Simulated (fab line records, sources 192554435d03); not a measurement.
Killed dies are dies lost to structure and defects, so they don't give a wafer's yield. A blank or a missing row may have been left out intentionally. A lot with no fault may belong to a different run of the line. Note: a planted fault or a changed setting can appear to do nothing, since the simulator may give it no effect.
Which of the tools did it? -- flow n5 finfet -- Sampling: 9 lots, 27 wafers, 5 of 1938 route steps

== WHAT THE GAUGES READ, wafer by wafer ==
N5_WELL_APT_CD_MEAS_08: the cd target is 200 nm. Usual: cd nm at 199.9 nm, with a standard deviation of 1.3.
lot,measured,on,cd nm (nm),flag
L813,day 1 19:41,cd sem-03,200.6 199.9 200.2,
L815,day 2 07:52,cd sem-02,197.6 195.8 198.1,
L817,day 2 19:54,cd sem-03,200.4 199.9 200.6,
L818,day 3 01:35,cd sem-01,198.6 198.3 199.4,
L825,day 4 19:36,cd sem-01,199.1 199.0 199.1,
L826,day 5 01:39,cd sem-03,197.9 200.3 199.4,
L827,day 5 07:42,cd sem-03,199.1 198.1 201.1,
L828,day 5 13:41,cd sem-02,200.1 198.5 200.1,
L832,day 6 13:41,cd sem-01,200.0 198.4 201.5,

N5_BEOL_M4_RC_MEAS_101. Usual: CJ_N 4.34, standard deviation 0.069; DIBL_N 36.5 mV/V, standard deviation 1.4; DIBL_P 36.9 mV/V, standard deviation 1.7; IOFF_N 0.163 nA/um, standard deviation 0.023; IOFF_P 0.22 nA/um, standard deviation 0.032; ION_N 673 uA/um, standard deviation 9; ION_P 462 uA/um, standard deviation 7.5; RS_PWELL 3013 ohm/sq, standard deviation 23; SS_N 71.6 mV/dec, standard deviation 0.54; SS_P 73.4 mV/dec, standard deviation 0.62; VT_N 249.8 mV, standard deviation 2.8; VT_P -250 mV, standard deviation 3.5.
lot,measured,on,CJ_N,DIBL_N (mV/V),DIBL_P (mV/V),IOFF_N (nA/um),IOFF_P (nA/um),ION_N (uA/um),ION_P (uA/um),RS_PWELL (ohm/sq),SS_N (mV/dec),SS_P (mV/dec),VT_N (mV),VT_P (mV),flag
L813,day 7 23:18,prober-01,4.50 4.55 4.57,35.0 37.3 36.1,35.9 38.7 37.2,0.143 0.184 0.163,0.21 0.26 0.23,657 680 663,457 468 460,3055 3031 3021,71.2 71.9 72.0,73.6 74.2 73.8,253.3 247.2 250.5,-248 -245 -249,
L815,day 8 18:02,prober-01,4.34 4.35 4.30,36.1 37.7 35.5,37.5 39.1 36.7,0.159 0.190 0.152,0.23 0.27 0.22,674 678 677,469 469 471,2979 2978 2988,71.1 71.6 71.4,73.0 73.6 73.6,248.9 249.7 253.0,-247 -248 -252,
L817,day 9 18:32,prober-02,4.27 4.29 4.29,37.1 38.0 38.9,37.7 39.2 40.3,0.158 0.177 0.197,0.21 0.23 0.26,673 682 686,458 465 460,2990 3014 3046,71.7 71.6 72.0,73.4 73.7 74.4,250.3 247.7 247.2,-253 -250 -249,
L818,day 9 05:38,prober-01,4.35 4.34 4.36,35.7 37.9 37.6,35.3 38.6 37.6,0.135 0.182 0.172,0.19 0.24 0.22,663 680 689,459 464 470,3004 2991 3017,71.3 71.5 71.0,73.8 74.6 74.1,253.6 247.2 249.3,-253 -248 -251,
L825,day 11 10:47,prober-02,4.39 4.28 4.37,37.1 38.6 38.2,35.0 37.5 36.8,0.147 0.184 0.174,0.18 0.22 0.20,663 675 683,447 455 454,2995 3024 3021,71.5 71.8 71.9,73.0 74.8 73.5,250.5 249.4 248.8,-255 -252 -253,
L826,day 11 18:47,prober-02,4.38 4.31 4.34,36.8 38.4 37.9,37.7 39.3 38.4,0.165 0.190 0.181,0.23 0.27 0.25,676 678 676,463 470 468,3022 3015 3023,71.1 71.7 71.4,74.2 73.5 73.5,250.1 249.8 249.2,-249 -246 -249,
L827,day 11 10:32,prober-01,3.36 3.41 3.31,38.3 39.1 36.6,38.5 39.0 36.6,0.223 0.229 0.172,0.24 0.25 0.22,686 698 690,462 464 469,3084 3086 3096,72.4 72.4 71.2,74.2 74.2 74.0,244.3 244.0 248.0,-249 -248 -249,OFF
L828,day 12 08:54,prober-02,4.43 4.38 4.41,38.2 35.8 35.6,39.0 36.5 35.4,0.202 0.160 0.148,0.26 0.21 0.19,680 660 676,470 454 460,3012 3029 3024,71.1 71.4 71.3,73.4 72.9 73.3,245.6 248.4 250.4,-246 -249 -252,
L832,day 12 18:17,prober-02,3.31 3.28 3.25,38.5 35.8 34.9,39.6 36.1 35.9,0.212 0.157 0.137,0.22 0.17 0.17,683 675 659,457 448 454,3085 3107 3102,72.3 71.4 71.0,74.2 73.7 73.8,246.8 250.3 255.0,-252 -258 -254,OFF

== WHAT TOOL EACH LOT RAN ON (gives the tool, then ch and the chambers of the sampled wafers, and finally the start) ==
lot,N5_ZERO_LAYER_DESCUM_16,N5_ZERO_LAYER_ETCH_18,N5_WELL_APT_IMPLANT_32
L813,"rie diel-06 ch 0,2, day 1 18:48","rie si-06 ch 0,1,3, day 1 18:55","implanter-01 ch 0, day 1 21:38"
L815,"rie diel-02 ch 0,3, day 2 06:51","rie si-06 ch 0,1,2, day 2 06:57","implanter-02 ch 0, day 2 09:37"
L817,"rie diel-06 ch 0,2,3, day 2 19:02","rie si-05 ch 0,1,3, day 2 19:08","implanter-02 ch 0, day 2 21:23"
L818,"rie diel-02 ch 0,1,2, day 3 00:42","rie si-06 ch 0,2, day 3 00:49","implanter-01 ch 0, day 3 03:21"
L825,"rie diel-06 ch 1,2,3, day 4 18:42","rie si-06 ch 0,2, day 4 18:48","implanter-02 ch 0, day 4 21:07"
L826,"rie diel-01 ch 1,2, day 5 00:47","rie si-05 ch 1,3, day 5 00:53","implanter-01 ch 0, day 5 03:16"
L827,"rie diel-01 ch 0,1,2, day 5 06:41","rie si-06 ch 0,1,2, day 5 06:47","implanter-02 ch 0, day 5 09:15"
L828,"rie diel-02 ch 1,2,3, day 5 12:48","rie si-02 ch 0,2,3, day 5 12:55","implanter-01 ch 0, day 5 15:20"
L832,"rie diel-02 ch 1,2, day 6 12:48","rie si-05 ch 0,1,2, day 6 12:55","implanter-02 ch 0, day 6 15:20"
- N5_ZERO_LAYER_DESCUM_16: chemistry O2, time 7.9 s.
- N5_ZERO_LAYER_ETCH_18: etches Si in HBr/Cl2, target depth 120 nm, time 40 s.
- N5_WELL_APT_IMPLANT_32

== WHAT THE TOOLS THEMSELVES READ (means of the sampled wafers that have a number; where no wafer has one, the mark that the record gives instead) ==
N5_ZERO_LAYER_DESCUM_16. Usual: drypump motor current A 5.5 A, standard deviation 0.5; oes product au 0.78 a.u., standard deviation 0.058; rf vpp V 242.9 V, standard deviation 1.4; showerhead plenum p Torr 2.06 Torr, standard deviation 0.077; temp c 39.98 C, standard deviation 0.12; throttle valve pct 20.32 %, standard deviation 0.15.
lot,tool,drypump motor current A (A),oes product au (a.u.),rf vpp V (V),showerhead plenum p Torr (Torr),temp c (C),throttle valve pct (%),flag
L813,rie diel-06,5.3,0.78,243.3,2.07,39.79,20.49,
L815,rie diel-02,5.5,0.91,243.9,2.20,40.00,20.15,
L817,rie diel-06,5.4,0.75,243.0,2.03,39.99,20.39,
L818,rie diel-02,5.6,0.85,243.8,2.09,40.05,20.15,
L825,rie diel-06,5.2,0.76,241.7,2.01,40.01,20.33,
L826,rie diel-01,5.2,0.74,243.6,2.15,40.09,20.48,
L827,rie diel-01,5.5,0.76,243.5,2.07,40.01,20.35,
L828,rie diel-02,5.8,0.78,242.2,2.04,39.93,20.26,
L832,rie diel-02,5.5,0.76,241.3,2.00,40.01,20.24,

N5_ZERO_LAYER_ETCH_18. Usual: HBr_flow_sccm 149.9 sccm, standard deviation 0.45; drypump motor current A 5.7 A, standard deviation 0.46; mfc cl2 sccm 80.00 sccm, standard deviation 0.22; oes product au 1.004 a.u., standard deviation 0.013; throttle valve pct 36.14 %, standard deviation 0.25.
lot,tool,HBr_flow_sccm (sccm),drypump motor current A (A),mfc cl2 sccm (sccm),oes product au (a.u.),throttle valve pct (%),flag
L813,rie si-06,150.2,5.5,79.97,1.008,36.01,
L815,rie si-06,149.7,5.7,79.92,1.005,36.20,
L817,rie si-05,150.5,5.8,79.91,1.002,36.08,
L818,rie si-06,150.1,6.0,79.83,1.015,36.17,
L825,rie si-06,150.0,6.2,79.58,1.002,36.31,
L826,rie si-05,150.0,5.9,79.98,1.000,36.00,
L827,rie si-06,150.2,5.7,79.92,1.013,36.20,
L828,rie si-02,150.4,6.1,79.97,0.998,36.07,
L832,rie si-05,149.7,5.5,79.96,1.010,36.25,

N5_WELL_APT_IMPLANT_32. Usual: dose ions cm2 1.9998e+13, standard deviation 2.6e+10; faraday current uA 254, standard deviation 4.4.
lot,tool,dose ions cm2,faraday current uA,flag
L813,implanter-01,1.9999e+13,256,
L815,implanter-02,1.9957e+13,252,
L817,implanter-02,2.0005e+13,249,
L818,implanter-01,1.9989e+13,258,
L825,implanter-02,2.0013e+13,255,
L826,implanter-01,1.9969e+13,259,
L827,implanter-02,1.1851e+13,149,OFF
L828,implanter-01,2.0009e+13,257,
L832,implanter-02,1.1847e+13,150,OFF

== THE ANSWER, worked out from the rows above alone ==
Rule: take the mean of a lot's wafers that have a number; if it is more than 3 standard deviations from the usual mean, the lot is off. Also off: a lot with no number at a reading for which 4 or more lots have one. Any other lot the step has rows for is counted as sound. After the gauges, taken in route order, come the tools' own readings; for these a lot's mean is taken, as printed above. The first step at which some lot is off is used, and at that step the reading that is off furthest; a lot without a number counts as furthest.
Off: L827, L832, seen at N5_BEOL_M4_RC_MEAS_101 (CJ_N).
A tool fits if, at a process step before that reading, it ran every lot that is off, and no sound lot after the first of them. The gauges at N5_BEOL_M4_RC_MEAS_101 aren't tried: what is off there is off at N5_WELL_APT_IMPLANT_32 too, on other tools, and a gauge's error can't cause that. One fits: implanter-02 at N5_WELL_APT_IMPLANT_32. Its last sound lot is L825 (day 4 21:07), its first lot that is off L827 (day 5 09:15): a fault that began between those two fits.
The tool's own readings at N5_WELL_APT_IMPLANT_32 bear it out: on the lots that are off they differ by more than 5 times the standard deviation of the sound lots' means. dose ions cm2 reads 1.1849e+13 there against 1.9992e+13 on the sound lots; faraday current uA reads 150 there against 255 on the sound lots.

== WHAT THE SIMULATOR HAD INSERTED ==
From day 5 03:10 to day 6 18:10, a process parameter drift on implanter-02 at N5_WELL_APT_IMPLANT_32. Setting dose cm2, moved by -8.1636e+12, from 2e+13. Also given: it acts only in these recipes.
Lots struck among those shown: L827, L832. The rule above reached the same finding.
